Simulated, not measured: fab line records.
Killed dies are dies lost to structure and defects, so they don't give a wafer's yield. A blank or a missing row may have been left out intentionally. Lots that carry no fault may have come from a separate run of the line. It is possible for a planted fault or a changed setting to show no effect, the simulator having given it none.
Chamber matching :: flow n5_finfet :: N5_PMOS_HMC_CHANNEL_EPI_ETCH_38 on rie_si-05 has 4 sister chambers
The step etches SiO2 in CF4, target depth 1.5 nm. 14 wafers are shown with their chamber, then 7 later ones without.

## EACH WAFER AND ITS CHAMBER
wafer: L077.2
chamber: 1
drypump_motor_current_A (A): 5.4
oes_product_au (a.u.): 1.031
cf4_flow_sccm (sccm): 80.04

wafer: L077.4
chamber: 2
drypump_motor_current_A (A): 6.4
oes_product_au (a.u.): 1.021
cf4_flow_sccm (sccm): 80.06

wafer: L077.5
chamber: 2
drypump_motor_current_A (A): 6.4
oes_product_au (a.u.): 1.016
cf4_flow_sccm (sccm): 80.15

wafer: L081.2
chamber: 2
drypump_motor_current_A (A): 6.4
oes_product_au (a.u.): 1.010
cf4_flow_sccm (sccm): 79.89

wafer: L081.3
chamber: 3
drypump_motor_current_A (A): 5.1
oes_product_au (a.u.): 1.000
cf4_flow_sccm (sccm): 80.08

wafer: L081.5
chamber: 2
drypump_motor_current_A (A): 6.4
oes_product_au (a.u.): 1.006
cf4_flow_sccm (sccm): 79.85

wafer: L083.1
chamber: 2
drypump_motor_current_A (A): 6.3
oes_product_au (a.u.): 1.011
cf4_flow_sccm (sccm): 79.86

wafer: L083.2
chamber: 1
drypump_motor_current_A (A): 5.4
oes_product_au (a.u.): 1.024
cf4_flow_sccm (sccm): 80.03

wafer: L083.4
chamber: 3
drypump_motor_current_A (A): 5.1
oes_product_au (a.u.): 1.010
cf4_flow_sccm (sccm): 80.05

wafer: L087.1
chamber: 2
drypump_motor_current_A (A): 6.4
oes_product_au (a.u.): 1.015
cf4_flow_sccm (sccm): 80.35

wafer: L087.2
chamber: 0
drypump_motor_current_A (A): 5.5
oes_product_au (a.u.): 1.006
cf4_flow_sccm (sccm): 80.24

wafer: L087.3
chamber: 3
drypump_motor_current_A (A): 5.1
oes_product_au (a.u.): 1.030
cf4_flow_sccm (sccm): 80.42

wafer: L094.3
chamber: 0
drypump_motor_current_A (A): 5.5
oes_product_au (a.u.): 1.010
cf4_flow_sccm (sccm): 79.68

wafer: L094.4
chamber: 3
drypump_motor_current_A (A): 5.1
oes_product_au (a.u.): 1.007
cf4_flow_sccm (sccm): 79.93

SIGNATURES (averages over the wafers above)
reading: drypump_motor_current_A
chamber 0: 5.500
chamber 1: 5.400
chamber 2: 6.383
chamber 3: 5.100
scatter within a chamber: 0.0289

reading: oes_product_au
chamber 0: 1.00800
chamber 1: 1.02750
chamber 2: 1.01317
chamber 3: 1.01175
scatter within a chamber: 0.00817

reading: cf4_flow_sccm
chamber 0: 79.9600
chamber 1: 80.0350
chamber 2: 80.0267
chamber 3: 80.1200
scatter within a chamber: 0.221
Rule: a wafer lies at a distance from a chamber equal to the root of the sum of squares, over the readings, of (its reading less the chamber's mean, divided by the reading's scatter). The wafer belongs to the nearest chamber; if the next one is less than 2 further off, it can't be placed. The scatter: the root of (the sum of the squares of (reading less its chamber's mean) over the shown wafers, divided by (wafers less chambers)).

## WAFERS WHOSE CHAMBER IS MISSING
wafer: L094.5
drypump_motor_current_A (A): 6.4
oes_product_au (a.u.): 1.007
cf4_flow_sccm (sccm): 80.11

wafer: L095.2
drypump_motor_current_A (A): 6.4
oes_product_au (a.u.): 1.012
cf4_flow_sccm (sccm): 79.71

wafer: L095.5
drypump_motor_current_A (A): 5.1
oes_product_au (a.u.): 1.024
cf4_flow_sccm (sccm): 79.50

wafer: L095.6
drypump_motor_current_A (A): 6.4
oes_product_au (a.u.): 1.010
cf4_flow_sccm (sccm): 79.83

wafer: L097.1
drypump_motor_current_A (A): 5.4
oes_product_au (a.u.): 1.037
cf4_flow_sccm (sccm): 79.99

wafer: L097.3
drypump_motor_current_A (A): 5.1
oes_product_au (a.u.): 1.013
cf4_flow_sccm (sccm): 79.89

wafer: L097.6
drypump_motor_current_A (A): 5.4
oes_product_au (a.u.): 1.029
cf4_flow_sccm (sccm): 80.13

## EACH ONE'S CHAMBER
wafer: L094.5
from the rows above: 2
in truth: 2

wafer: L095.2
from the rows above: 2
in truth: 2

wafer: L095.5
from the rows above: 3
in truth: 3

wafer: L095.6
from the rows above: 2
in truth: 2

wafer: L097.1
from the rows above: 1
in truth: 1

wafer: L097.3
from the rows above: 3
in truth: 3

wafer: L097.6
from the rows above: 1
in truth: 1
7 of 7 placed correctly. Can't be placed from these rows: 0. 0 placed wrongly.
